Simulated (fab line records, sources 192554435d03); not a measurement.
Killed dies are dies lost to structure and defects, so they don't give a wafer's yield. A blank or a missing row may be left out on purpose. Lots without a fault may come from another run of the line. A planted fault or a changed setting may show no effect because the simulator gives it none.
A sampling plan put to the test | flow n5_finfet | one fab line, 10 faults that these records tell of, each judged on the records of the lots that it struck
The plan is the line's own looks: the steps of the route at which a gauge or an inspection reads the wafer and doesn't change it. A look can be judged if struck wafers have a number there and the file gives its usual mean and standard deviation on fault-free wafers. Caught: at a look after the fault's first step, the mean of the struck wafers lies 4 or more of those standard deviations (sigma) from the usual mean. On the tool: the same test on the tool's own readings at the fault's steps. Another recipe on the struck wafers, or a record that is blank for them alone, also counts as caught.

THE FAULTS, as the simulator had put them in
1. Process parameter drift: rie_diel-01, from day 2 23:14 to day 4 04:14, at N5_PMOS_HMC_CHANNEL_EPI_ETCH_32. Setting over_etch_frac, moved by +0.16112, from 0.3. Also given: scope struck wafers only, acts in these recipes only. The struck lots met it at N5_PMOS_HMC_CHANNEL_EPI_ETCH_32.
2. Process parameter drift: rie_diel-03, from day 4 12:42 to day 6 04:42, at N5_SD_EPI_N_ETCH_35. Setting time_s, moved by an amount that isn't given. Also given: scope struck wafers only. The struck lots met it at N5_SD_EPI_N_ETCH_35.
3. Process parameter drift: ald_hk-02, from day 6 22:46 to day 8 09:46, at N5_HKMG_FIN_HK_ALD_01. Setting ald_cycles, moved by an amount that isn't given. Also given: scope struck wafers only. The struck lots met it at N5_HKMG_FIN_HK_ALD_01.
4. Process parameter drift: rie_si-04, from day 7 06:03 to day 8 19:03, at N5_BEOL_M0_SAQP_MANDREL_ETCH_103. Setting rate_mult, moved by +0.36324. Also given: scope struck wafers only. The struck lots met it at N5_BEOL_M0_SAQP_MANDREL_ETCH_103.
5. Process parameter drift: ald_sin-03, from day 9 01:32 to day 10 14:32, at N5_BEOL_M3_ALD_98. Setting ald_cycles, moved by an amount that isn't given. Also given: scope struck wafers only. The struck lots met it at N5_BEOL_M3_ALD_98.
6. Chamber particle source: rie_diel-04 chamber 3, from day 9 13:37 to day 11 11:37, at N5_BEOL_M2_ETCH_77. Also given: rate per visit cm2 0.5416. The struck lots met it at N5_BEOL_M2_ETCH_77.
7. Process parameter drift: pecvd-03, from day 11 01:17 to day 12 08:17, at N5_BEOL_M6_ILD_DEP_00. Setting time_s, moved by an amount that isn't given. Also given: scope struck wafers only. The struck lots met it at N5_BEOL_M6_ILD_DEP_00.
8. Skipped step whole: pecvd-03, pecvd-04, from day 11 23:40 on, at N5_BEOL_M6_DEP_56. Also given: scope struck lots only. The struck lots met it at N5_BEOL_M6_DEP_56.
9. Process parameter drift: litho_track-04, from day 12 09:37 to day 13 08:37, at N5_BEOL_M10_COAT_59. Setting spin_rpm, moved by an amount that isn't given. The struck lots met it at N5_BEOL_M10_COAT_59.
10. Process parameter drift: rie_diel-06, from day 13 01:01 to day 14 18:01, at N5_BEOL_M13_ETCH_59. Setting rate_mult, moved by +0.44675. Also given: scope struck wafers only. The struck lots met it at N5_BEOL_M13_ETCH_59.

WHAT THE PLAN SAW
fault | on the tool itself                               | first look that catches it                   | reading, sigma  | median hours from its first step to that look | hours from the fault's start to the first struck lot there | judged looks passed uncaught
1     | under 2 sigma                                    | no look after it can be judged               | -               | -                                             | -                                                          | 0
2     | under 2 sigma                                    | no look after it can be judged               | -               | -                                             | -                                                          | 0
3     | under 2 sigma                                    | N5_HKMG_FIN_THK_MEAS_70                      | HK_THK +15      | 3.5                                           | 7                                                          | 0
4     | under 2 sigma                                    | not the one look that can be judged after it | -               | -                                             | -                                                          | 1
5     | under 2 sigma                                    | not the one look that can be judged after it | -               | -                                             | -                                                          | 1
6     | under 2 sigma                                    | not the one look that can be judged after it | -               | -                                             | -                                                          | 1
7     | under 2 sigma                                    | N5_BEOL_M6_THK_MEAS_01                       | M6_ILD_THK +8.7 | 0.6                                           | 3                                                          | 0
8     | the tool's record is blank for the struck wafers | no look after it can be judged               | -               | -                                             | -                                                          | 0
9     | spin_speed_rpm +99 or beyond sigma               | no look after it can be judged               | -               | -                                             | -                                                          | 0
10    | under 2 sigma                                    | no look after it can be judged               | -               | -                                             | -                                                          | 0
A dash: the fault isn't caught, or these records don't give the number.

Caught at a look: 2 of 10. Caught on the tool: 2 of 10. By one or the other: 4 of 10.
Caught on the tool alone: faults 8, 9.
Caught at a look alone: faults 3, 7.
Caught by neither: faults 1, 2, 4, 5, 6, 10.

THINNER SAMPLING
If the look that catches a fault measured only every second or every third lot, by lot number, the first struck lot would be measured this late in the worst case:
fault | struck lots at that look, in order of time | every lot | every second lot | every third lot
3     | L619, L622                                 | 7 h       | 22 h             | may miss all 2
7     | L831, L832                                 | 3 h       | 12 h             | may miss all 2
Hours are from the fault's start to the first struck lot that is measured. The limit of 4 sigma was tested on all struck wafers together, so one lot alone may lie under it. Other struck lots may not be in these records.

THE LONGEST TIMED WAY FROM STEP TO LOOK
Fault 3: a median of 3.5 hours passes between N5_HKMG_FIN_HK_ALD_01 and N5_HKMG_FIN_THK_MEAS_70. No look between them can be judged.
